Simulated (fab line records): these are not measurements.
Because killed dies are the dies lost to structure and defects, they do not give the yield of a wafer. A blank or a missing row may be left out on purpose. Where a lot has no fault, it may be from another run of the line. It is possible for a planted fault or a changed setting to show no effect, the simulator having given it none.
Split-lot study    flow n5-finfet    7 lots, 21 wafers read, on a route of 1938 steps

## THE SPLIT
At N5_BEOL_M10_EXPOSE_08 (exposes mask M10), the setting dose-mj was moved away from the recipe's 53.75 on 7 of the 21 wafers read, by -4.8% to +7.2%. For the rest of the wafers, this setting stayed at what the recipe calls for.

## FROM THE SPLIT TO THE READING: what the file shows between them, 15 steps
- N5_BEOL_M10_PEB_09: peb time 60 s
- N5_BEOL_M10_DEVELOP_10: develop time 30 s
- N5_BEOL_M10_CD_MEAS_11: target cd 64.1 nm
- N5_BEOL_M10_DESCUM_16: chemistry O2, time 7.9 s
- N5_BEOL_M10_ETCH_61: etches SiARC in CF4, target depth 39 nm, time 65 s
- N5_BEOL_M10_ETCH_62: etches SOC in N2/H2, target depth 110 nm, overetch 22 nm, time 165 s
- N5_BEOL_M10_STRIP_68: strips in N2/H2
- N5_BEOL_M10_STRIP_67: strips in CF4
- N5_BEOL_M10_HM_OPEN_17: chemistry Cl2/BCl3, target TiN, target depth 20 nm, overetch 6 nm
- N5_BEOL_M10_STRIP_19: strips in O2
- N5_BEOL_M10_CD_MEAS_18: pitch 140 nm, target cd 70 nm
- N5_BEOL_M10_COAT_63: time 60 s, resist thk 100 nm
- N5_BEOL_M10_COAT_64: time 60 s, resist thk 30 nm
- N5_BEOL_M10_PRECLEAN_42: cleans in residue remover, time 60 s
- N5_BEOL_M10_SRD_43: time 30 s

## THE READING
cd-nm at N5_BEOL_M10_CD_MEAS_35, given in nm (cd target 70 nm). Fault-free wafers of this fab line usually give 70.2 nm, standard deviation 0.65 nm.

wafer   tool, chamber at the split  dose-mj as run  against the recipe  cd-nm, nm  against lot-mates on the recipe
L074.1  arfi-scanner-03, 0          53.75           recipe              70.5       -
L074.2  arfi-scanner-03, 0          56.35           +4.8%               72.9       +2.3
L074.3  arfi-scanner-03, 0          53.75           recipe              70.7       -
L076.1  arfi-scanner-02, 0          53.75           recipe              71.2       -
L076.2  arfi-scanner-02, 0          57.62           +7.2%               74.9       +4.1
L076.6  arfi-scanner-02, 0          53.75           recipe              70.4       -
L083.3  arfi-scanner-02, 0          53.75           recipe              71.8       -
L083.4  arfi-scanner-02, 0          52.2            -2.9%               69.7       -1.3
L083.5  arfi-scanner-02, 0          53.75           recipe              70.3       -
L089.1  arfi-scanner-02, 0          53.75           recipe              70.8       -
L089.4  arfi-scanner-02, 0          53.75           recipe              71.2       -
L089.5  arfi-scanner-02, 0          53.75           recipe              71.7       -
L092.1  arfi-scanner-03, 0          53.75           recipe              69.3       -
L092.4  arfi-scanner-03, 0          51.19           -4.8%               67.2       -2.1
L092.6  arfi-scanner-03, 0          51.19           -4.8%               67.9       -1.4
L095.1  arfi-scanner-01, 0          53.75           recipe              70.2       -
L095.3  arfi-scanner-01, 0          53.75           recipe              69.9       -
L095.4  arfi-scanner-01, 0          53.75           recipe              69.3       -
L096.2  arfi-scanner-02, 0          52.13           -3.0%               69.2       -0.5
L096.4  arfi-scanner-02, 0          53.75           recipe              69.7       -
L096.5  arfi-scanner-02, 0          52.13           -3.0%               68.6       -1.1

FIT RESULTS
A straight line over all 21 wafers: cd-nm changes by +0.568 nm for each +1% of dose-mj; r = +0.91; the points scatter about the line by 0.72 nm.
The same after taking each lot's own level away (the mean of its wafers on the recipe; 21 wafers): +0.455 nm for each +1%; r = +0.94; scatter 0.46 nm.
According to that fit, moving dose-mj by its largest amount changes the reading by 3.3 nm.
The lots' own levels span 69.30 to 71.23 nm, that is 3.0 times the standard deviation above.
In other words, the slope is changed by the lot-to-lot level; the two fits disagree.
Check: for one of the wafers moved furthest among these (+7.2%), held out of the fit, the line's prediction against its lot-mates is +2.88 nm. Against them it came out at +4.1 nm.

## ADDITIONAL SPLITS CARRIED BY THESE WAFERS
These wafers also went through other splits before the reading. Each is held against what the fit with the lots' levels taken away leaves over:
other split on the same wafers      wafers away from the commonest value  r with cd-nm (lot level and that fit taken away)
N5_BEOL_M6_ETCH_66 source-w         9                                     +0.15
N5_BEOL_M7_ILD_DEP_00 time-s        8                                     +0.23
N5_BEOL_M7_HM_DEP_02 target-thk-a   5                                     +0.09
N5_BEOL_M8_DESCUM_16 time-s         8                                     -0.23
N5_BEOL_M8_TRENCH_ETCH_37 source-w  9                                     -0.15

## THE WHOLE CHAIN: every reading that the file lists as answering this split, in the file's order
step                    what it does                                                          reading                                                                 change (the file's fit)                r (the file's)
N5_BEOL_M10_CD_MEAS_11  target cd 64.1 nm                                                     cd-nm                                                                   +0.505 nm for each +1% of the setting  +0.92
N5_BEOL_M10_ETCH_62     etches SOC in N2/H2, target depth 110 nm, overetch 22 nm, time 165 s  BEOL_M10.cd-offset-nm (the simulator's own value, which no gauge read)  +0.484 nm for each +1% of the setting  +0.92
N5_BEOL_M10_CD_MEAS_18  pitch 140 nm, target cd 70 nm                                         cd-nm                                                                   +0.465 nm for each +1% of the setting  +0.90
N5_BEOL_M10_CD_MEAS_35  target cd 70 nm                                                       cd-nm                                                                   +0.48 nm for each +1% of the setting   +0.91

## FILE'S OWN FIT
cd-nm changes by +0.48 nm for each +1% of dose-mj, r = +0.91.
